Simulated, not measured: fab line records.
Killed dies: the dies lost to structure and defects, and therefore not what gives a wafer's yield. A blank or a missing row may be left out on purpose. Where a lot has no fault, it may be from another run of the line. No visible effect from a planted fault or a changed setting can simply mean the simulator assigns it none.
Code-filled problem report in 8D (eight disciplines) form || flow n5Finfet || the parts of the form that need people (team, actions taken, sign-off) are left out

## 1. THE PROBLEM
Mean of trenchDepthNm at N5_BEOL_M9_OCD_MEAS_38: 122.2 nm across 3 wafers in 2 lots; on wafers with no fault it is 151.6 nm (standard deviation 2.1). That puts it -14 standard deviations away from the usual mean.
First observed at day 15 17:17: wafer L891.2, on ocd-02. At this step, 21 wafers from 7 lots have a number in the record. Rule for "out" (also "out of limits"): further than 4 standard deviations from the usual mean. All remaining wafers that have a number are taken as sound.

## 2. WHAT IT IS, AND WHAT IT ISN'T
{"question": "which readings at this step", "is": "trenchDepthNm", "is not": "-"}
{"question": "which lots", "is": "L891, L893", "is not": "L871, L872, L881, L884, L886"}
{"question": "which wafers of those lots", "is": "L891.2, L891.6, L893.3", "is not": "L891.5, L893.1, L893.4"}
{"question": "read on which gauges", "is": "ocd-01, ocd-02", "is not": "-"}
{"question": "when", "is": "from day 15 17:17", "is not": "up to then (16 sound wafers); but 2 sound wafers of L893 came after"}

## 3. WHAT RULES OUT EACH SUSPECT
Counting: if a tool at a process step up to the reading ran every lot that is out, it stays a suspect. Sound lots after the first of them don't rule it out here, since some wafers of a struck lot are sound.
- the gauge at N5_BEOL_M9_OCD_MEAS_38 is ruled out. 2 gauges (ocd-01, ocd-02) read the wafers that are out.
- rieDiel-06 at N5_BEOL_M9_TRENCH_ETCH_37 (etches SiCOH lowk in C4F6/O2, target depth 151.43 nm, time 49 s): kept. Ran every lot that is out, first one L891 (day 15 17:07); last sound lot up to then L886 (day 14 15:49).
Remaining after the count: rieDiel-06 at N5_BEOL_M9_TRENCH_ETCH_37.

## 4. THE CAUSE (what the simulator had put in)
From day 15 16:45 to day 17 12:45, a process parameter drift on rieDiel-06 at N5_BEOL_M9_TRENCH_ETCH_37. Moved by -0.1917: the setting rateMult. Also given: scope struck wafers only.
Counting left only this tool.

## 5. THE CHAIN OF EFFECTS, in route order
One row per reading whose mean, taken over the struck wafers that have a number, lies over 3 standard deviations from the usual. Readings are gone through only where the record gives a usual standard deviation; hours: the median, over the lots, of the time from a lot's start at the first step in this table giving one to that lot's start at this step; sigmas: the change measured in usual standard deviations.
{"hours": 0, "step": "N5_BEOL_M9_OCD_MEAS_38", "reading": "trenchDepthNm", "usual": "151.6 nm", "on struck wafers": 122.2, "change": -29.4, "sigmas": -14}
{"hours": 4, "step": "N5_BEOL_M9_THK_MEAS_53", "reading": "M9_THK", "usual": "141.1 nm", "on struck wafers": 111.5, "change": -29.6, "sigmas": -11}
{"hours": 4, "step": "N5_BEOL_M9_RS_MEAS_57", "reading": "M9_RS", "usual": "0.1503 ohm/sq", "on struck wafers": 0.1957, "change": "+0.0454", "sigmas": "+16"}
{"hours": 53, "step": "N5_BEOL_M15_RC_MEAS_101", "reading": "SERP_M9", "usual": "3.05 ohm/um", "on struck wafers": 3.91, "change": "+0.86", "sigmas": "+13"}
{"hours": 53, "step": "N5_BEOL_M15_RC_MEAS_101", "reading": "SERP_M9_max_site", "usual": "3.15 ohm/um", "on struck wafers": 4.05, "change": "+0.90", "sigmas": "+11"}

## 6. WHAT WOULD HAVE CAUGHT IT SOONER
In this record the first reading out of limits at a measuring or inspecting step was taken at day 15 17:17, 1 hour after the fault began at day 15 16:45.
No tool reading at N5_BEOL_M9_TRENCH_ETCH_37 that has a usual standard deviation in the record was out on any struck wafer, so an alarm limit of 4 standard deviations on those readings would not have fired.
L893, from the lots that are out (2), started N5_BEOL_M9_TRENCH_ETCH_37 on rieDiel-06 later than day 15 17:17. It would have been spared by a hold on the tool at that moment.
